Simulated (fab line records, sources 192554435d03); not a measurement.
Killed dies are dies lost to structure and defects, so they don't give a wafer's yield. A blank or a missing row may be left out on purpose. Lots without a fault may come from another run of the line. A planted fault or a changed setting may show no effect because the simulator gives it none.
A struck lot beside a sound one | flow n5_finfet | 35 steps out of a route of 1938
Sound: wafers L240.1, L240.3, L240.6. Struck: wafers L247.1, L247.2, L247.4. The cause comes at the end.
At each step with rows: each side's tool, then ch and its chambers, then its first start. Under that, the readings that differ: sound wafers | struck wafers | difference of the means | sigmas: that difference in standard deviations of wafers without a fault.
alike: readings whose means differ by less than 2 such deviations, and words and numbers that are the same on both sides. not compared: withheld readings, readings that some wafer has no value for, bounds like >300 that may hide the same value, and numbers for which the record gives no deviation and whose values overlap.
The two part at a step that has a row with sigmas, a row that says differs or no value, or rows on one side only. Numbers that don't overlap but have no deviation are shown without sigmas and don't part them. A reading that every wafer of one side lacks parts them only if that side has two wafers or more.

first, 12 steps without rows for these wafers: N5_SD_EPI_P_ETCH_37 (etches SOC in N2/H2, overetch 108 nm, time 486 s); N5_SD_EPI_P_STRIP_38 (strips in N2/H2); N5_SD_EPI_P_ETCHBACK_46 (etches SiNx in CH3F/O2, stops on SiO2, target depth 17.5 nm); N5_SD_EPI_P_ETCH_47 (etches SiOCN in CH3F/O2, target depth 25 nm); N5_SD_EPI_P_ETCH_16 (etches SiO2 in CHF3/O2, target depth 5 nm); N5_SD_EPI_P_STRIP_50 (strips in CHF3/O2); N5_SD_EPI_P_SD_RECESS_17 (chemistry HBr/Cl2/O2, target depth 39.1 nm, bt time 3 s); N5_SD_EPI_P_WET_ETCH_45 (etches SiO2 in dHF, time 10.7 s, target depth 2 nm, rinse time 30 s); N5_SD_EPI_P_STRIP_40 (strips in N2/H2); N5_SD_EPI_P_PRECLEAN_52 (cleans in O3/DIW, time 60 s); N5_SD_EPI_P_SRD_20 (time 30 s); N5_SD_EPI_P_PRECLEAN_51 (cleans in NF3:NH3, afs cycles 1, time 20 s, sublimation time 60 s).
N5_SD_EPI_P_VAPOR_ETCH_44: etches SiGe30 in NF3/Ar, time 3.3 s.
  sound on epi_rpcvd-02 ch 0, day 3 13:05; struck on epi_rpcvd-01 ch 0, day 5 08:03
then, 20 steps without rows for these wafers: N5_SD_EPI_P_EPI_21 (deposits SiGe:B, time 355 s); N5_SD_EPI_P_HM_STRIP_48 (strips SiNx in H3PO4, material SiNx, target depth 3 nm); N5_SD_EPI_P_SRD_49 (time 30 s); N5_SD_EPI_P_PRECLEAN_24 (cleans in O3/DIW, time 45 s); N5_SD_EPI_P_PRECLEAN_32 (cleans in dHF, time 10 s); N5_SD_EPI_P_PRECLEAN_33 (cleans in SC2, time 45 s); N5_SD_EPI_P_SRD_25 (time 30 s); N5_SD_ACTIVATION_RTA_00 (time 0 s); N5_SD_ACTIVATION_LSA_01 (time 0.0008 s); N5_ILD0_LINER_00 (material SiNx, target thk 4 nm, pulse time 1 s, purge time 2 s); N5_ILD0_FCVD_FILL_01 (material SiO2 flowable, target thk 200 nm, time 328.3 s); N5_ILD0_CURE_02 (time 1800 s); N5_ILD0_CMP_03 (polishes, stops on SiNx, t overpolish 1.9 s, target thk 197.38 nm); N5_ILD0_CMP_07 (polishes SiO2 flowable, stops on poly-Si, t overpolish 1.18 s, target thk 138.88 nm); N5_ILD0_PRECLEAN_10 (cleans in NF3:NH3, afs cycles 5, time 20 s, sublimation time 60 s); N5_ILD0_ALD_15 (deposits SiNx, target thk 24 nm, pulse time 1 s, ald cycles 480); N5_ILD0_CMP_12 (polishes SiNx, stops on poly-Si, t overpolish 6 s, target thk 17.67 nm); N5_SDB_HM_DEP_00 (deposits SiNx from SiH4/NH3/N2, target thk 40 nm, time 35.3 s); N5_SDB_COAT_03 (time 60 s, resist thk 100 nm); N5_SDB_COAT_04 (time 60 s, resist thk 18 nm).
-- the record jumps here: 5 days lie between the struck wafers' starts before and after (it left off in module SDB and takes up again in module BEOL_M4, whose first step shown is number 1111 of the route) --
N5_BEOL_M4_RC_MEAS_101:
  sound on prober-02 ch 0, day 8 08:46; struck on prober-02 ch 0, day 9 22:53
  no value came back on the struck wafers for any of 5 readings (DIBL_P (mV/V), IOFF_P (nA/um) and others); on the sound wafers DIBL_P (mV/V) reads 37.9 36.7 33.1
  alike: DIBL_N, IOFF_N, ION_N, SS_N, VT_N
-- the record jumps here: 4 days lie between the struck wafers' starts before and after (it left off in module BEOL_M4 and takes up again in module PASSIVATION, whose first step shown is number 1936 of the route) --
N5_PASSIVATION_PROBE_49:
  the record has rows for the struck wafers here (prober-01, day 14 10:23) and none for the sound ones

WHERE THEY PART
First at N5_BEOL_M4_RC_MEAS_101; last, within this record, at N5_PASSIVATION_PROBE_49.

WHY: what the simulator had put in
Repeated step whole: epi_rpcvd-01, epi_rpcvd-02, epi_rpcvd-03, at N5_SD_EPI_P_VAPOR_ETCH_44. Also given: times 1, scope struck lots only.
